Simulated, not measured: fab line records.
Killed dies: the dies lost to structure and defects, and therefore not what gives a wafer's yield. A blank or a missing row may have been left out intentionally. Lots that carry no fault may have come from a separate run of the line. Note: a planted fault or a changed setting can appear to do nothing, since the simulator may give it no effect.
Split-lot study    flow n5_finfet    21 wafers read across 7 lots, on a route 1938 steps long

## THE SPLIT ITSELF
At N5_BEOL_M7_PECVD_70 (deposits SiO2 from TEOS/O2, target thk 20 nm, time 22.7 s), the setting temp_c was moved away from the recipe's 400 C on 4 of the 21 wafers read, by -3.1% to +2.0%. All remaining wafers had this setting at the recipe value.

## FROM THE SPLIT TO THE READING: what the file shows between them, 4 steps
- N5_BEOL_M7_TRENCH_ETCH_37: etches SiCOH lowk in C4F6/O2, target depth 93.478 nm, time 31.2 s (also split here: time_s)
- N5_BEOL_M7_ETCH_41: etches SiCN in CH3F/O2, target depth 31.9 nm, time 57.8 s (also split here: source_w)
- N5_BEOL_M7_STRIP_80: strips in N2/H2, time 10 s
- N5_BEOL_M7_OCD_MEAS_38

## THE READING
SiO2_of_BEOL_M7_PECVD_70.thk_nm (the simulator's own value, which no gauge read), in nm, at N5_BEOL_M7_HM_STRIP_39 (strips TiN in peroxide tin strip, target depth 25 nm, time 158 s). There is no usual value for it anywhere in the file. Here, 17 wafers ran the recipe; their average is 19.9 nm with a standard deviation of 0.34 nm.

wafer   tool, chamber at the split  temp_c as run, C  against the recipe  SiO2_of_BEOL_M7_PECVD_70.thk_nm, nm  against lot-mates on the recipe
L074.1  pecvd-04, 2                 400               recipe              19.6                                 -
L074.2  pecvd-04, 0                 400               recipe              19.8                                 -
L074.6  pecvd-04, 0                 395.2             -1.2%               20.8                                 +1.1
L078.2  pecvd-02, 1                 400               recipe              19.8                                 -
L078.3  pecvd-02, 2                 400               recipe              20                                   -
L078.4  pecvd-02, 1                 400               recipe              20.4                                 -
L080.1  pecvd-01, 1                 400               recipe              19.8                                 -
L080.3  pecvd-01, 0                 400               recipe              20.4                                 -
L080.4  pecvd-01, 2                 400               recipe              20.4                                 -
L081.2  pecvd-02, 0                 408.1             +2.0%               18.6                                 -1.6
L081.4  pecvd-02, 1                 400               recipe              20.2                                 -
L081.5  pecvd-02, 0                 408.1             +2.0%               19                                   -1.2
L089.1  pecvd-02, 0,2               400               recipe              19.4                                 -
L089.2  pecvd-02, 0,2               400               recipe              19.4                                 -
L089.3  pecvd-02, 1                 387.5             -3.1%               21.6                                 +2.2
L091.2  pecvd-02, 1,0               400               recipe              19.8                                 -
L091.4  pecvd-02, 1,0               400               recipe              19.8                                 -
L091.5  pecvd-02, 2                 400               recipe              20.2                                 -
L093.1  pecvd-04, 2                 400               recipe              19.4                                 -
L093.2  pecvd-04, 0,1               400               recipe              19.6                                 -
L093.4  pecvd-04, 0,1               400               recipe              19.6                                 -
Where a row lists several chambers, the file gives one row for several wafers and doesn't say which wafer went through which chamber.

FIT RESULTS
A straight line over all 21 wafers: SiO2_of_BEOL_M7_PECVD_70.thk_nm changes by -0.559 nm for each +1% of temp_c; r = -0.86; the points scatter about the line by 0.34 nm.
The same after taking each lot's own level away (the mean of its wafers on the recipe; 21 wafers): -0.714 nm for each +1%; r = -0.97; scatter 0.19 nm.
That fit puts the effect of the largest move of temp_c on the reading at 2.2 nm.
Measured against the standard deviation above, the lots' own levels, which go from 19.40 to 20.20 nm, span 2.3 times it.
So the lot-to-lot level changes the slope: the two fits differ.
Check: +2.3 nm against its lot-mates is what the line predicts for one of the wafers moved furthest among these (-3.1%) when that wafer is left out of the fit. Against them it came out at +2.2 nm.

## OTHER SPLITS APPLIED TO THESE WAFERS
Other splits were also applied to these wafers ahead of the reading. Each is held against what the fit with the lots' levels taken away leaves over:
other split on the same wafers    wafers away from the commonest value  r with SiO2_of_BEOL_M7_PECVD_70.thk_nm (lot level and that fit taken away)
N5_BEOL_M5_COAT_66 spin_rpm       4                                     +0.22
N5_BEOL_M6_DESCUM_33 time_s       8                                     -0.01
N5_BEOL_M7_TRENCH_ETCH_37 time_s  7                                     -0.18
N5_BEOL_M7_ETCH_41 source_w       6                                     +0.12

## THE WHOLE CHAIN: every reading that the file lists as answering this split, in the file's order
step                    what it does                                                      reading                                                                           change (the file's fit)                r (the file's)
N5_BEOL_M7_PECVD_70     deposits SiO2 from TEOS/O2, target thk 20 nm, time 22.7 s         SiO2_of_BEOL_M7_PECVD_70.thk_nm (the simulator's own value, which no gauge read)  -0.705 nm for each +1% of the setting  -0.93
N5_BEOL_M7_HM_STRIP_39  strips TiN in peroxide tin strip, target depth 25 nm, time 158 s  SiO2_of_BEOL_M7_PECVD_70.thk_nm (the simulator's own value, which no gauge read)  -0.721 nm for each +1% of the setting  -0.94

## FILE'S OWN FIT
SiO2_of_BEOL_M7_PECVD_70.thk_nm changes by -0.721 nm for each +1% of temp_c, r = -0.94.
